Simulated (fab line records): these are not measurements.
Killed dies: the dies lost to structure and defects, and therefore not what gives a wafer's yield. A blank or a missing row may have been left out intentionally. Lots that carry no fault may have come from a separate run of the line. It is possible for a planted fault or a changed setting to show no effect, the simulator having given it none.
Chamber matching | flow nand-harc | pecvd-02 running NHARC_P_GATE_DEP_103: 3 sister chambers
The step deposits SiON, target thk 30 nm. 14 wafers are shown with their chamber, then 7 later ones without.

## EACH WAFER AND ITS CHAMBER
wafer  | chamber | heater-power-w (W)
L079.1 | 0       | 812
L079.4 | 2       | 610
L079.6 | 1       | 887
L080.1 | 0       | 754
L080.2 | 1       | 786
L080.4 | 2       | 594
L082.4 | 0       | 649
L082.5 | 2       | 653
L082.6 | 1       | 750
L083.2 | 0       | 785
L083.5 | 1       | 778
L083.6 | 2       | 549
L088.1 | 1       | 823
L088.3 | 0       | 717

SIGNATURES (averages over the wafers above)
reading        | chamber 0 | chamber 1 | chamber 2 | scatter within a chamber
heater-power-w | 743.40    | 804.80    | 601.50    | 54.7
Rule: for a wafer and a chamber, the distance is found by dividing, reading by reading, the gap between the wafer's reading and the chamber's mean by the reading's scatter, squaring, summing and taking the root. If the next closest chamber is less than 2 further off than the closest, the wafer can't be placed; otherwise it belongs to the closest. The scatter: take each reading less its chamber's mean, square it, sum over the shown wafers, divide by the number of wafers less the number of chambers, and take the root.

## WAFERS WHOSE CHAMBER IS MISSING
wafer  | heater-power-w (W)
L088.6 | 733
L093.1 | 594
L093.2 | 763
L093.6 | 759
L097.3 | 742
L097.4 | 761
L097.6 | 715

## EACH ONE'S CHAMBER
wafer  | from the rows above          | in truth
L088.6 | can't be placed: 0 or 1      | 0
L093.1 | 2                            | 2
L093.2 | can't be placed: 0 or 1      | 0
L093.6 | can't be placed: 0 or 1      | 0
L097.3 | can't be placed: 0 or 1      | 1
L097.4 | can't be placed: 0 or 1      | 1
L097.6 | can't be placed: 0 or 1 or 2 | 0
Correct placement for 1 of the 7. Cannot be placed on the basis of these rows: 6; the candidates contain the true chamber in 6. 0 placed wrongly.
